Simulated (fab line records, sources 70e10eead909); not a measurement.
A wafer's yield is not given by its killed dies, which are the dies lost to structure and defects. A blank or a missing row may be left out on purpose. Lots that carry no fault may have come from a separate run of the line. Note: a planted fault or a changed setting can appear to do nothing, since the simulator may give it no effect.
fab line records / flow nandHarc
record lots=6 wafers=18 lastDay=24
route steps=1159 shown A_ZERO_WELL@412 A_SOURCE_PLATE@413 A_ONON_D1@424 END@1159
lots that met no fault: from a run of the same line without faults
startH: the number of hours between the record's first day and the start of the first shown wafer of the lot / waitH: hours from the lot's prior step to this one / " the same as in the row above / L1.1+2: a row that stands for several wafers / - either no value or no given start / * or withheld: withheld / < > ~ a bound
route shown NAME@n: names a module that has steps shown in the file, with the first one's number in the route / usual: mean/standard deviation of fault-free wafers / same: alike in all rows / chamber/n: place in a boat / sites: each site's reading / _std_site: how widely they spread, as a standard deviation / _edge_site: the outer-site mean with the inner-site mean subtracted / radiusMm: for every site, how far away it sits from the centre of the wafer / mask NAME#n: copy n / behind: the last tool/chamber to shape the wafer / hold: what put the lot on hold/how long, in hours/how the hold closed / device: the transistor (n, p or np) that didn't switch / end of line: the tests these same wafers got at the end of their route / step lacking rows: just its recipe / killed: dies lost to structure and defects at the first sort, not the wafer's yield / map: the dies of a wafer, with x for killed, . for not killed, _ for no die there
set.NAME: the setting the step ran with; set.NAME@STEP: the setting that earlier step ran with / model.NAME: the simulator's own value behind a step, which no gauge read
lots at some steps of the route; a table a step, a row a wafer
services: a tool's chamber out of use, with start hour (startH, from the record's first day; less than 0 if before it), hours out, and reason
## steps
# step NHARC_A_ZERO_WELL_INSPECT_17
# usual rawDefectCount=10/5.5
lot.wafer=L507.2 tool=defectInspect-01 chamber=- startH=133.63 waitH=0.1 rawDefectCount=3
lot.wafer=L507.3 tool=defectInspect-01 chamber=- startH=133.63 waitH=0.1 rawDefectCount=9
lot.wafer=L507.6 tool=defectInspect-01 chamber=- startH=133.63 waitH=0.1 rawDefectCount=6
lot.wafer=L509.3 tool=defectInspect-01 chamber=- startH=155.33 waitH=0.1 rawDefectCount=23
lot.wafer=L509.4 tool=defectInspect-01 chamber=- startH=155.33 waitH=0.1 rawDefectCount=10
lot.wafer=L509.5 tool=defectInspect-01 chamber=- startH=155.33 waitH=0.1 rawDefectCount=5
lot.wafer=L516.1 tool=defectInspect-02 chamber=- startH=190.24 waitH=0.2 rawDefectCount=13
lot.wafer=L516.3 tool=defectInspect-02 chamber=- startH=190.24 waitH=0.2 rawDefectCount=10
lot.wafer=L516.6 tool=defectInspect-02 chamber=- startH=190.24 waitH=0.2 rawDefectCount=6
lot.wafer=L519.3 tool=defectInspect-02 chamber=- startH=216.29 waitH=0.1 rawDefectCount=13
lot.wafer=L519.5 tool=defectInspect-02 chamber=- startH=216.29 waitH=0.1 rawDefectCount=13
lot.wafer=L519.6 tool=defectInspect-02 chamber=- startH=216.29 waitH=0.1 rawDefectCount=9
lot.wafer=L527.1 tool=defectInspect-01 chamber=- startH=254.84 waitH=0.2 rawDefectCount=14
lot.wafer=L527.2 tool=defectInspect-01 chamber=- startH=254.84 waitH=0.2 rawDefectCount=24
lot.wafer=L527.3 tool=defectInspect-01 chamber=- startH=254.84 waitH=0.2 rawDefectCount=20
lot.wafer=L528.1 tool=defectInspect-01 chamber=- startH=262.15 waitH=0.2 rawDefectCount=5
lot.wafer=L528.3 tool=defectInspect-01 chamber=- startH=262.15 waitH=0.2 rawDefectCount=5
lot.wafer=L528.4 tool=defectInspect-01 chamber=- startH=262.15 waitH=0.2 rawDefectCount=7
# step NHARC_A_SOURCE_PLATE_PRECLEAN_00
# recipe timeS=60 chemistry=HF-LAST
# step NHARC_A_SOURCE_PLATE_SRD_01
# step NHARC_A_SOURCE_PLATE_OXIDE_02
# recipe targetThkA=100 tempC=900 oxTimeS=1362 material=SiO2
# step NHARC_A_SOURCE_PLATE_THK_MEAS_09
# recipe thkMeasGauge=ellipsometry
# usual thkNm=9.9/0.99
lot.wafer=L507.2 tool=filmMetro-02 chamber=- startH=141.11 waitH=0.4 thkNm=10.3
lot.wafer=L507.3 tool=filmMetro-02 chamber=- startH=141.11 waitH=0.4 thkNm=10.0
lot.wafer=L507.6 tool=filmMetro-02 chamber=- startH=141.11 waitH=0.4 thkNm=9.5
lot.wafer=L509.3 tool=filmMetro-01 chamber=- startH=162.70 waitH=0.4 thkNm=9.2
lot.wafer=L509.4 tool=filmMetro-01 chamber=- startH=162.70 waitH=0.4 thkNm=9.0
lot.wafer=L509.5 tool=filmMetro-01 chamber=- startH=162.70 waitH=0.4 thkNm=9.3
lot.wafer=L516.1 tool=filmMetro-01 chamber=- startH=195.54 waitH=0.4 thkNm=8.8
lot.wafer=L516.3 tool=filmMetro-01 chamber=- startH=195.54 waitH=0.4 thkNm=9.6
lot.wafer=L516.6 tool=filmMetro-01 chamber=- startH=195.54 waitH=0.4 thkNm=9.4
lot.wafer=L519.3 tool=filmMetro-02 chamber=- startH=223.42 waitH=0.4 thkNm=9.3
lot.wafer=L519.5 tool=filmMetro-02 chamber=- startH=223.42 waitH=0.4 thkNm=10.6
lot.wafer=L519.6 tool=filmMetro-02 chamber=- startH=223.42 waitH=0.4 thkNm=10.8
lot.wafer=L527.1 tool=filmMetro-01 chamber=- startH=261.92 waitH=0.4 thkNm=10.4
lot.wafer=L527.2 tool=filmMetro-01 chamber=- startH=261.92 waitH=0.4 thkNm=8.7
lot.wafer=L527.3 tool=filmMetro-01 chamber=- startH=261.92 waitH=0.4 thkNm=9.7
lot.wafer=L528.1 tool=filmMetro-01 chamber=- startH=269.50 waitH=0.4 thkNm=9.1
lot.wafer=L528.3 tool=filmMetro-01 chamber=- startH=269.50 waitH=0.4 thkNm=10.9
lot.wafer=L528.4 tool=filmMetro-01 chamber=- startH=269.50 waitH=0.4 thkNm=9.6
# step NHARC_A_SOURCE_PLATE_PVD_04
# recipe targetThkA=500 material=WSi2
# step NHARC_A_SOURCE_PLATE_CVD_03
# recipe targetThkA=2000 tempC=620 pressureMtorr=200 timeS=4000 material=poly-Si
# step NHARC_A_SOURCE_PLATE_ANNEAL_05
# recipe tempC=850 timeS=1800
# step NHARC_A_SOURCE_PLATE_THK_MEAS_06
# recipe thkMeasGauge=ellipsometry
# usual thkNm=200.5/2.5
lot.wafer=L507.2 tool=filmMetro-02 chamber=- startH=154.47 waitH=0.4 thkNm=199.5
lot.wafer=L507.3 tool=filmMetro-02 chamber=- startH=154.47 waitH=0.4 thkNm=199.3
lot.wafer=L507.6 tool=filmMetro-02 chamber=- startH=154.47 waitH=0.4 thkNm=199.6
lot.wafer=L509.3 tool=filmMetro-02 chamber=- startH=176.28 waitH=0.4 thkNm=205.6
lot.wafer=L509.4 tool=filmMetro-02 chamber=- startH=176.28 waitH=0.4 thkNm=203.7
lot.wafer=L509.5 tool=filmMetro-02 chamber=- startH=176.28 waitH=0.4 thkNm=203.8
lot.wafer=L516.1 tool=filmMetro-02 chamber=- startH=210.63 waitH=0.4 thkNm=200.3
lot.wafer=L516.3 tool=filmMetro-02 chamber=- startH=210.63 waitH=0.4 thkNm=197.5
lot.wafer=L516.6 tool=filmMetro-02 chamber=- startH=210.63 waitH=0.4 thkNm=201.1
lot.wafer=L519.3 tool=filmMetro-02 chamber=- startH=236.72 waitH=0.4 thkNm=201.0
lot.wafer=L519.5 tool=filmMetro-02 chamber=- startH=236.72 waitH=0.4 thkNm=200.2
lot.wafer=L519.6 tool=filmMetro-02 chamber=- startH=236.72 waitH=0.4 thkNm=198.9
lot.wafer=L527.1 tool=filmMetro-01 chamber=- startH=275.23 waitH=0.4 thkNm=203.9
lot.wafer=L527.2 tool=filmMetro-01 chamber=- startH=275.23 waitH=0.4 thkNm=203.9
lot.wafer=L527.3 tool=filmMetro-01 chamber=- startH=275.23 waitH=0.4 thkNm=200.6
lot.wafer=L528.1 tool=filmMetro-02 chamber=- startH=282.86 waitH=0.4 thkNm=198.3
lot.wafer=L528.3 tool=filmMetro-02 chamber=- startH=282.86 waitH=0.4 thkNm=198.6
lot.wafer=L528.4 tool=filmMetro-02 chamber=- startH=282.86 waitH=0.4 thkNm=199.6
# step NHARC_A_SOURCE_PLATE_INSPECT_08
# usual rawDefectCount=58/20
lot.wafer=L507.2 tool=defectInspect-01 chamber=- startH=154.57 waitH=0.0 rawDefectCount=76
lot.wafer=L507.3 tool=defectInspect-01 chamber=- startH=154.57 waitH=0.0 rawDefectCount=30
lot.wafer=L507.6 tool=defectInspect-01 chamber=- startH=154.57 waitH=0.0 rawDefectCount=57
lot.wafer=L509.3 tool=defectInspect-02 chamber=- startH=176.35 waitH=0.0 rawDefectCount=42
lot.wafer=L509.4 tool=defectInspect-02 chamber=- startH=176.35 waitH=0.0 rawDefectCount=45
lot.wafer=L509.5 tool=defectInspect-02 chamber=- startH=176.35 waitH=0.0 rawDefectCount=30
lot.wafer=L516.1 tool=defectInspect-01 chamber=- startH=210.71 waitH=0.0 rawDefectCount=64
lot.wafer=L516.3 tool=defectInspect-01 chamber=- startH=210.71 waitH=0.0 rawDefectCount=50
lot.wafer=L516.6 tool=defectInspect-01 chamber=- startH=210.71 waitH=0.0 rawDefectCount=44
lot.wafer=L519.3 tool=defectInspect-02 chamber=- startH=236.78 waitH=0.0 rawDefectCount=77
lot.wafer=L519.5 tool=defectInspect-02 chamber=- startH=236.78 waitH=0.0 rawDefectCount=45
lot.wafer=L519.6 tool=defectInspect-02 chamber=- startH=236.78 waitH=0.0 rawDefectCount=73
lot.wafer=L527.1 tool=defectInspect-01 chamber=- startH=275.31 waitH=0.0 rawDefectCount=48
lot.wafer=L527.2 tool=defectInspect-01 chamber=- startH=275.31 waitH=0.0 rawDefectCount=53
lot.wafer=L527.3 tool=defectInspect-01 chamber=- startH=275.31 waitH=0.0 rawDefectCount=70
lot.wafer=L528.1 tool=defectInspect-02 chamber=- startH=282.92 waitH=0.0 rawDefectCount=26
lot.wafer=L528.3 tool=defectInspect-02 chamber=- startH=282.92 waitH=0.0 rawDefectCount=37
lot.wafer=L528.4 tool=defectInspect-02 chamber=- startH=282.92 waitH=0.0 rawDefectCount=28
# step NHARC_A_ONON_D1_DEP_00
# recipe targetThkA=10000 n2FlowSccm=2750 n2oFlowSccm=2000 nh3FlowSccm=500 sih4FlowSccm=210 tempC=400
lot.wafer=L507.2+3+6 tool=pecvdOnon-02 chamber=0 startH=154.70 waitH=0.1
lot.wafer=L509.3+4+5 tool=pecvdOnon-03 chamber=0 startH=176.53 waitH=0.2
lot.wafer=L516.1+3+6 tool=pecvdOnon-03 chamber=0 startH=210.78 waitH=0.1
lot.wafer=L519.3+5+6 tool=pecvdOnon-03 chamber=0 startH=236.96 waitH=0.2
lot.wafer=L527.1+2+3 tool=pecvdOnon-04 chamber=0 startH=275.38 waitH=0.1
lot.wafer=L528.1+3+4 tool=pecvdOnon-04 chamber=0 startH=282.99 waitH=0.1
# step NHARC_A_ONON_D1_THK_MEAS_02
# recipe thkMeasGauge=ellipsometry
# usual thkNm=999/10
lot.wafer=L507.2 tool=filmMetro-01 chamber=- startH=155.15 waitH=- thkNm=1003
lot.wafer=L507.3 tool=filmMetro-01 chamber=- startH=155.15 waitH=- thkNm=1003
lot.wafer=L507.6 tool=filmMetro-01 chamber=- startH=155.15 waitH=- thkNm=1002
lot.wafer=L509.3 tool=filmMetro-01 chamber=- startH=176.92 waitH=- thkNm=1008
lot.wafer=L509.4 tool=filmMetro-01 chamber=- startH=176.92 waitH=- thkNm=1008
lot.wafer=L509.5 tool=filmMetro-01 chamber=- startH=176.92 waitH=- thkNm=1010
lot.wafer=L516.1 tool=filmMetro-01 chamber=- startH=211.28 waitH=- thkNm=678
lot.wafer=L516.3 tool=filmMetro-01 chamber=- startH=211.28 waitH=- thkNm=680
lot.wafer=L516.6 tool=filmMetro-01 chamber=- startH=211.28 waitH=- thkNm=678
lot.wafer=L519.3 tool=filmMetro-01 chamber=- startH=237.35 waitH=- thkNm=689
lot.wafer=L519.5 tool=filmMetro-01 chamber=- startH=237.35 waitH=- thkNm=686
lot.wafer=L519.6 tool=filmMetro-01 chamber=- startH=237.35 waitH=- thkNm=689
lot.wafer=L527.1 tool=filmMetro-01 chamber=- startH=275.89 waitH=- thkNm=1025
lot.wafer=L527.2 tool=filmMetro-01 chamber=- startH=275.89 waitH=- thkNm=1026
lot.wafer=L527.3 tool=filmMetro-01 chamber=- startH=275.89 waitH=- thkNm=1025
lot.wafer=L528.1 tool=filmMetro-02 chamber=- startH=283.49 waitH=- thkNm=991
lot.wafer=L528.3 tool=filmMetro-02 chamber=- startH=283.49 waitH=- thkNm=989
lot.wafer=L528.4 tool=filmMetro-02 chamber=- startH=283.49 waitH=- thkNm=992
# step NHARC_A_ONON_D1_DEP_03
# recipe targetThkA=10000 n2FlowSccm=2750 n2oFlowSccm=2000 nh3FlowSccm=500 sih4FlowSccm=210 tempC=400
# step NHARC_END_SORT_01
# recipe tempC=25
# usual killedAtArray=27/11 killedAtOther=0.7/0.93 killedAtPeriphery=2.9/1.9 killedDies=30/11 killedOpen=3.1/1.7 killedShort=1.9/1.3
# same grossDies=677
lot.wafer=L516.1 tool=prober-02 chamber=0 startH=488.82 waitH=2.5 killedAtArray=674 killedAtOther=2 killedAtPeriphery=1 killedDies=677 killedOpen=2 killedShort=1
lot.wafer=L516.3 tool=prober-02 chamber=0 startH=490.43 waitH=3.1 killedAtArray=675 killedAtOther=0 killedAtPeriphery=2 killedDies=677 killedOpen=4 killedShort=2
lot.wafer=L516.6 tool=prober-02 chamber=0 startH=492.85 waitH=4.0 killedAtArray=675 killedAtOther=0 killedAtPeriphery=2 killedDies=677 killedOpen=3 killedShort=2
lot.wafer=L519.3 tool=prober-02 chamber=0 startH=508.08 waitH=3.1 killedAtArray=676 killedAtOther=0 killedAtPeriphery=1 killedDies=677 killedOpen=2 killedShort=0
lot.wafer=L519.5 tool=prober-02 chamber=0 startH=509.66 waitH=3.7 killedAtArray=672 killedAtOther=1 killedAtPeriphery=4 killedDies=677 killedOpen=1 killedShort=2
lot.wafer=L519.6 tool=prober-02 chamber=0 startH=510.44 waitH=3.9 killedAtArray=675 killedAtOther=0 killedAtPeriphery=2 killedDies=677 killedOpen=4 killedShort=3
# killed by level:class
L516.1 A_ONON_D1:areaDep=657 A_STAIRCASE:chamberFilmFlake=6 A_CONTACT:chamberFilmFlake=4 A_CHANNEL_HOLE_D1:chamberFilmFlake=2 A_SLIT:chamberFilmFlake=2 THIN_TSV:chamberFilmFlake=2 P_CONTACT:geometricParticle:open=1 A_CHANNEL_FILL_D1:geometricParticle:short=1
L516.3 A_ONON_D1:areaDep=652 A_STAIRCASE:chamberFilmFlake=8 A_CHANNEL_HOLE_D1:chamberFilmFlake=4 A_SLIT:chamberFilmFlake=4 A_ONON_D1:geometricParticle:short=2 A_CONTACT:chamberFilmFlake=2 P_GATE:geometricParticle:open=1 A_CHANNEL_FILL_D1:geometricParticle:open=1
L516.6 A_ONON_D1:areaDep=649 A_STAIRCASE:chamberFilmFlake=7 A_CONTACT:chamberFilmFlake=7 A_SLIT:chamberFilmFlake=5 A_CHANNEL_HOLE_D1:chamberFilmFlake=3 A_CHANNEL_FILL_D1:geometricParticle:open=2 P_M2:geometricParticle:short=1 A_WL_FILL:geometricParticle:short=1
L519.3 A_ONON_D1:areaDep=643 A_CHANNEL_HOLE_D1:chamberFilmFlake=19 A_SGD_CUT:chamberFilmFlake=8 A_CONTACT:chamberFilmFlake=2 P_M0:geometricParticle:open=1 A_M0:geometricParticle:open=1 A_ZERO_WELL:chamberFilmFlake=1 A_STAIRCASE:chamberFilmFlake=1
L519.5 A_ONON_D1:areaDep=647 A_CHANNEL_HOLE_D1:chamberFilmFlake=15 P_GATE:chamberFilmFlake=3 A_CONTACT:chamberFilmFlake=3 A_SGD_CUT:chamberFilmFlake=2 A_ONON_D1:geometricParticle:open=1 A_ONON_D1:geometricParticle:short=1 A_WL_FILL:geometricParticle:short=1
L519.6 A_ONON_D1:areaDep=640 A_CHANNEL_HOLE_D1:chamberFilmFlake=21 A_SGD_CUT:chamberFilmFlake=4 A_CHANNEL_FILL_D1:geometricParticle:short=2 A_CONTACT:geometricParticle:open=2 A_ZERO_WELL:chamberFilmFlake=2 A_CONTACT:chamberFilmFlake=2 P_M0:geometricParticle:open=1
# map L516.1 (x killed, . not)
____________x____________
_________xxxxxxx_________
_______xxxxxxxxxxx_______
______xxxxxxxxxxxxx______
_____xxxxxxxxxxxxxxx_____
____xxxxxxxxxxxxxxxxx____
____xxxxxxxxxxxxxxxxx____
___xxxxxxxxxxxxxxxxxxx___
___xxxxxxxxxxxxxxxxxxx___
__xxxxxxxxxxxxxxxxxxxxx__
__xxxxxxxxxxxxxxxxxxxxx__
_xxxxxxxxxxxxxxxxxxxxxxx_
_xxxxxxxxxxxxxxxxxxxxxxx_
_xxxxxxxxxxxxxxxxxxxxxxx_
_xxxxxxxxxxxxxxxxxxxxxxx_
_xxxxxxxxxxxxxxxxxxxxxxx_
xxxxxxxxxxxxxxxxxxxxxxxxx
xxxxxxxxxxxxxxxxxxxxxxxxx
xxxxxxxxxxxxxxxxxxxxxxxxx
xxxxxxxxxxxxxxxxxxxxxxxxx
xxxxxxxxxxxxxxxxxxxxxxxxx
_xxxxxxxxxxxxxxxxxxxxxxx_
_xxxxxxxxxxxxxxxxxxxxxxx_
_xxxxxxxxxxxxxxxxxxxxxxx_
_xxxxxxxxxxxxxxxxxxxxxxx_
_xxxxxxxxxxxxxxxxxxxxxxx_
__xxxxxxxxxxxxxxxxxxxxx__
__xxxxxxxxxxxxxxxxxxxxx__
___xxxxxxxxxxxxxxxxxxx___
___xxxxxxxxxxxxxxxxxxx___
____xxxxxxxxxxxxxxxxx____
____xxxxxxxxxxxxxxxxx____
_____xxxxxxxxxxxxxxx_____
______xxxxxxxxxxxxx______
_______xxxxxxxxxxx_______
_________xxxxxxx_________
____________x____________
# map L519.3 (x killed, . not)
____________x____________
_________xxxxxxx_________
_______xxxxxxxxxxx_______
______xxxxxxxxxxxxx______
_____xxxxxxxxxxxxxxx_____
____xxxxxxxxxxxxxxxxx____
____xxxxxxxxxxxxxxxxx____
___xxxxxxxxxxxxxxxxxxx___
___xxxxxxxxxxxxxxxxxxx___
__xxxxxxxxxxxxxxxxxxxxx__
__xxxxxxxxxxxxxxxxxxxxx__
_xxxxxxxxxxxxxxxxxxxxxxx_
_xxxxxxxxxxxxxxxxxxxxxxx_
_xxxxxxxxxxxxxxxxxxxxxxx_
_xxxxxxxxxxxxxxxxxxxxxxx_
_xxxxxxxxxxxxxxxxxxxxxxx_
xxxxxxxxxxxxxxxxxxxxxxxxx
xxxxxxxxxxxxxxxxxxxxxxxxx
xxxxxxxxxxxxxxxxxxxxxxxxx
xxxxxxxxxxxxxxxxxxxxxxxxx
xxxxxxxxxxxxxxxxxxxxxxxxx
_xxxxxxxxxxxxxxxxxxxxxxx_
_xxxxxxxxxxxxxxxxxxxxxxx_
_xxxxxxxxxxxxxxxxxxxxxxx_
_xxxxxxxxxxxxxxxxxxxxxxx_
_xxxxxxxxxxxxxxxxxxxxxxx_
__xxxxxxxxxxxxxxxxxxxxx__
__xxxxxxxxxxxxxxxxxxxxx__
___xxxxxxxxxxxxxxxxxxx___
___xxxxxxxxxxxxxxxxxxx___
____xxxxxxxxxxxxxxxxx____
____xxxxxxxxxxxxxxxxx____
_____xxxxxxxxxxxxxxx_____
______xxxxxxxxxxxxx______
_______xxxxxxxxxxx_______
_________xxxxxxx_________
____________x____________
## services
tool=pecvdOnon-03 chamber=- startH=153.00 hours=13.0 kind=pm
tool=pecvdOnon-03 chamber=- startH=223.76 hours=8.2 kind=repair
tool=pecvdOnon-04 chamber=- startH=237.20 hours=13.0 kind=pm
## key
firstSign step=NHARC_A_ONON_D1_THK_MEAS_02 reading=thkNm direction=down sigmas=31 usual=999 struck=683
effect step=NHARC_END_SORT_01 reading=killedAtArray direction=up sigmas=59 usual=27 struck=674
moreKillsBornAt NHARC_A_ONON_D1_DEP_00@pecvdOnon-03=3888
metAt NHARC_A_ONON_D1_DEP_00
struckWafers L516.1,L516.3,L516.6,L519.3,L519.5,L519.6
laterRowsLeftOut L516.1,L516.3,L516.6,L519.3,L519.5,L519.6
testerLeftOut L516,L519
onsetBetween 176.53 210.78
fault kind=processParameterDrift tool=pecvdOnon-03 chamber=0 onsetH=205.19 steps=NHARC_A_ONON_D1_DEP_00 channel=targetThkA offset=* shape=step endH=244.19 actsIn=* stated=*
# testerLeftOut: of these lots the tester's yield and bins aren't shown, on N5 and GAA mostly nor the transistor test; their killed dies are dies lost to structure and defects alone, not to doping, threshold or leakage, so they don't give the yield
# laterRowsLeftOut: the simulator's readings of these wafers behind a module that went badly wrong aren't trusted and aren't shown, but for the sort
